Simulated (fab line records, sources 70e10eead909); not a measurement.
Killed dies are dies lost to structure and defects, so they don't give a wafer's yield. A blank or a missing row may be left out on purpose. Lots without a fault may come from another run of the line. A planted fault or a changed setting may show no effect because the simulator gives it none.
Which tool did it? | flow nand_harc | 11 lots, 33 wafers sampled, at 4 steps of a route of 1302

WHAT THE GAUGES READ, wafer by wafer
The record holds no reading of a measuring or inspecting step that can be judged against a usual standard deviation.

WHICH TOOL RAN EACH LOT (tool, then ch and the chambers of the sampled wafers, then the start)
lot  | NHARC_A_STAIRCASE_DEP_280       | NHARC_A_STAIRCASE_ETCH_313         | NHARC_A_STAIRCASE_ETCH_453         | NHARC_A_STAIRCASE_ETCHBACK_416
L523 | pecvd-04 ch 0,2, day 17 05:06   | rie_diel-11 ch 0,1,3, day 17 12:55 | rie_diel-11 ch 0,1,2, day 17 13:22 | rie_diel-13 ch 0,2, no start
L525 | pecvd-04 ch 0,1,2, day 18 03:35 | rie_diel-13 ch 0,1,3, day 18 09:45 | rie_diel-13 ch 0,2,3, day 18 10:13 | rie_diel-13 ch 0,1,3, no start
L526 | pecvd-03 ch 0,1,2, day 18 14:22 | rie_diel-13 ch 1,2,3, day 18 20:43 | rie_diel-13 ch 1,2,3, day 18 21:09 | rie_diel-02 ch 0,1,3, no start
L529 | pecvd-04 ch 0,1,2, day 19 14:56 | rie_diel-11 ch 0,1,2, day 19 22:11 | rie_diel-11 ch 1,2,3, day 19 22:50 | rie_diel-13 ch 0,2,3, no start
L531 | pecvd-01 ch 0,1,2, day 20 02:40 | rie_diel-02 ch 0,1,2, day 20 08:49 | rie_diel-02 ch 0,3, day 20 09:14   | rie_diel-13 ch 1,2, no start
L532 | pecvd-04 ch 1,2, day 20 19:21   | rie_diel-13 ch 1,2, day 21 02:25   | rie_diel-13 ch 0,2, day 21 02:52   | rie_diel-13 ch 0,1,2, no start
L542 | pecvd-04 ch 0,1,2, day 25 03:35 | rie_diel-11 ch 0,1,3, day 25 11:11 | rie_diel-11 ch 0,2,3, day 25 13:15 | rie_diel-02 ch 0,2, day 25 18:34
L541 | pecvd-03 ch 0,1,2, day 25 05:23 | rie_diel-11 ch 2,3, day 25 13:16   | rie_diel-11 ch 0,2,3, day 25 14:32 | rie_diel-02 ch 0,2,3, no start
L543 | pecvd-01 ch 0,2, day 25 22:08   | rie_diel-13 ch 0,2, day 26 04:22   | rie_diel-13 ch 0,1, day 26 05:02   | rie_diel-02 ch 2,3, no start
L544 | pecvd-01 ch 0,1, day 26 08:10   | rie_diel-13 ch 0,1, day 26 15:27   | rie_diel-13 ch 0,1, day 26 16:02   | rie_diel-11 ch 0,1,2, no start
L545 | pecvd-04 ch 0,2, day 26 12:40   | rie_diel-13 ch 0,1, day 26 18:44   | rie_diel-13 ch 1,2, day 26 19:29   | rie_diel-02 ch 1,2,3, day 27 00:26
- NHARC_A_STAIRCASE_DEP_280: deposits SiON, target thk 30 nm.
- NHARC_A_STAIRCASE_ETCH_313: etches the open film in CF4/CHF3.
- NHARC_A_STAIRCASE_ETCH_453: etches the open film in CF4/O2, target depth 30 nm, overetch 3 nm, time 16.5 s.
- NHARC_A_STAIRCASE_ETCHBACK_416: etches the open film in C4F8/O2/Ar, target depth 36 nm, time 7.2 s.

WHAT THE TOOLS THEMSELVES READ (means of the sampled wafers that have a number; where no wafer has one, the mark that the record gives instead)
NHARC_A_STAIRCASE_DEP_280. Usual: heater_power_w 737 W, standard deviation 100.
lot  | tool     | heater_power_w (W) | flag
L523 | pecvd-04 | 793                |
L525 | pecvd-04 | 751                |
L526 | pecvd-03 | 801                |
L529 | pecvd-04 | 771                |
L531 | pecvd-01 | 704                |
L532 | pecvd-04 | 688                |
L542 | pecvd-04 | 706                |
L541 | pecvd-03 | 756                |
L543 | pecvd-01 | 671                |
L544 | pecvd-01 | 743                |
L545 | pecvd-04 | 827                |

NHARC_A_STAIRCASE_ETCH_313. Usual: cf4_flow_sccm 99.98 sccm, standard deviation 0.28; drypump_motor_current_A 5.7 A, standard deviation 0.49; mfc_ar_sccm 0.012 sccm, standard deviation 0.016; oes_product_au 0.928 a.u., standard deviation 0.017; rf_vpp_V 370.0 V, standard deviation 1.7; showerhead_plenum_p_Torr 1.55 Torr, standard deviation 0.049; throttle_valve_pct 16.803 %, standard deviation 0.0091.
lot  | tool        | cf4_flow_sccm (sccm) | drypump_motor_current_A (A) | mfc_ar_sccm (sccm) | oes_product_au (a.u.) | rf_vpp_V (V) | showerhead_plenum_p_Torr (Torr) | throttle_valve_pct (%) | flag
L523 | rie_diel-11 | 99.85                | 6.1                         | 0.011              | 0.934                 | 369.9        | 1.53                            | 16.797                 |
L525 | rie_diel-13 | 99.86                | 5.8                         | 0.013              | 0.914                 | 371.0        | 1.58                            | 16.806                 |
L526 | rie_diel-13 | 99.99                | 5.6                         | 0.000              | 0.930                 | 369.9        | 1.55                            | 16.799                 |
L529 | rie_diel-11 | 100.16               | 5.9                         | 0.020              | 0.966                 | 370.0        | 1.57                            | 16.796                 |
L531 | rie_diel-02 | 100.16               | 5.9                         | 0.011              | 0.919                 | 371.0        | 1.58                            | 16.798                 |
L532 | rie_diel-13 | 99.99                | 5.4                         | 0.000              | 0.925                 | 368.1        | 1.52                            | 16.801                 |
L542 | rie_diel-11 | 99.93                | 6.1                         | 0.011              | 0.918                 | 368.5        | 1.52                            | 16.797                 |
L541 | rie_diel-11 | 100.14               | 5.8                         | 0.019              | 0.928                 | 370.3        | 1.55                            | 16.814                 |
L543 | rie_diel-13 | 99.69                | 5.4                         | 0.026              | 0.916                 | 372.1        | 1.60                            | 16.806                 |
L544 | rie_diel-13 | 99.95                | 5.6                         | 0.026              | 0.914                 | 370.3        | 1.58                            | 16.798                 |
L545 | rie_diel-13 | 100.13               | 5.6                         | 0.026              | 0.914                 | 371.1        | 1.58                            | 16.804                 |

NHARC_A_STAIRCASE_ETCH_453. Usual: cf4_flow_sccm 79.99 sccm, standard deviation 0.23; drypump_motor_current_A 5.7 A, standard deviation 0.49; mfc_ar_sccm 0.012 sccm, standard deviation 0.016; oes_ar_750_au 1.000 a.u., standard deviation 0.0045; oes_f_703_au 1.000 a.u., standard deviation 0.0041; oes_o_777_au 1.000 a.u., standard deviation 0.0042; oes_product_au 0.997 a.u., standard deviation 0.011; rf_vpp_V 197.6 V, standard deviation 1.3; showerhead_plenum_p_Torr 1.32 Torr, standard deviation 0.044; throttle_valve_pct 13.396 %, standard deviation 0.0087.
lot  | tool        | cf4_flow_sccm (sccm) | drypump_motor_current_A (A) | mfc_ar_sccm (sccm) | oes_ar_750_au (a.u.) | oes_f_703_au (a.u.) | oes_o_777_au (a.u.) | oes_product_au (a.u.) | rf_vpp_V (V) | showerhead_plenum_p_Torr (Torr) | throttle_valve_pct (%) | flag
L523 | rie_diel-11 | 80.00                | 5.9                         | 0.020              | 0.999                | 0.998               | 1.001               | 0.997                 | 196.5        | 1.33                            | 13.398                 |
L525 | rie_diel-13 | 79.94                | 5.6                         | 0.013              | 1.002                | 0.997               | 0.998               | 1.007                 | 198.6        | 1.36                            | 13.397                 |
L526 | rie_diel-13 | 80.02                | 5.6                         | 0.000              | 1.002                | 1.002               | 0.994               | 1.001                 | 198.3        | 1.31                            | 13.402                 |
L529 | rie_diel-11 | 79.76                | 5.8                         | 0.009              | 1.004                | 0.995               | 1.001               | 1.003                 | 197.2        | 1.32                            | 13.400                 |
L531 | rie_diel-02 | 80.20                | 5.2                         | 0.006              | 1.003                | 1.003               | 1.002               | 0.994                 | 197.2        | 1.32                            | 13.399                 |
L532 | rie_diel-13 | 80.12                | 5.2                         | 0.013              | 1.000                | 1.001               | 0.997               | 1.019                 | 199.3        | 1.34                            | 13.392                 |
L542 | rie_diel-11 | 74.77                | 6.1                         | 0.020              | 0.996                | 1.023               | 1.093               | 0.999                 | 196.9        | 1.24                            | 13.030                 | OFF
L541 | rie_diel-11 | 74.60                | 6.1                         | 0.020              | 0.999                | 1.021               | 1.090               | 0.996                 | 197.4        | 1.24                            | 13.043                 | OFF
L543 | rie_diel-13 | 80.08                | 5.6                         | 0.026              | 1.006                | 1.000               | 1.003               | 0.981                 | 197.7        | 1.34                            | 13.401                 |
L544 | rie_diel-13 | 80.09                | 5.6                         | 0.026              | 1.000                | 0.996               | 1.001               | 0.989                 | 197.7        | 1.34                            | 13.399                 |
L545 | rie_diel-13 | 79.99                | 5.4                         | 0.000              | 0.998                | 1.002               | 0.999               | 1.000                 | 196.1        | 1.28                            | 13.398                 |

NHARC_A_STAIRCASE_ETCHBACK_416. Usual: oes_product_au 0.932 a.u., standard deviation 0.024; rf_vpp_V 722 V, standard deviation 3.2.
lot  | tool        | oes_product_au (a.u.) | rf_vpp_V (V) | flag
L523 | rie_diel-13 | 0.925                 | 726          |
L525 | rie_diel-13 | 0.922                 | 724          |
L526 | rie_diel-02 | 0.928                 | 724          |
L529 | rie_diel-13 | 0.923                 | 725          |
L531 | rie_diel-13 | 0.933                 | 722          |
L532 | rie_diel-13 | 0.921                 | 722          |
L542 | rie_diel-02 | 0.931                 | 721          |
L541 | rie_diel-02 | 0.928                 | 721          |
L543 | rie_diel-02 | 0.940                 | 719          |
L544 | rie_diel-11 | 1.003                 | 722          |
L545 | rie_diel-02 | 0.935                 | 722          |

THE ANSWER, worked out from the rows above alone
Rule: a lot is off if the mean of its wafers that have a number lies more than 3 standard deviations from the usual mean. A lot without any number at a reading at which 4 lots or more have one is off too. The other lots that the step has rows for count as sound. The gauges are gone through in route order, then the tools' own readings, and for those a lot's mean is taken as printed above. The first step at which some lot is off is used, and at that step the reading that is off furthest; a lot without a number counts as furthest.
Off: L542, L541, at NHARC_A_STAIRCASE_ETCH_453 (throttle_valve_pct).
A tool fits if, at that step or a process step before it, it ran every lot that is off, and no sound lot after the first of them. One fits: rie_diel-11 at NHARC_A_STAIRCASE_ETCH_313 and NHARC_A_STAIRCASE_ETCH_453. At NHARC_A_STAIRCASE_ETCH_313 its last sound lot is L529 (day 19 22:11), its first lot that is off L542 (day 25 11:11): a fault that began between those two fits.

WHAT THE SIMULATOR HAD PUT IN
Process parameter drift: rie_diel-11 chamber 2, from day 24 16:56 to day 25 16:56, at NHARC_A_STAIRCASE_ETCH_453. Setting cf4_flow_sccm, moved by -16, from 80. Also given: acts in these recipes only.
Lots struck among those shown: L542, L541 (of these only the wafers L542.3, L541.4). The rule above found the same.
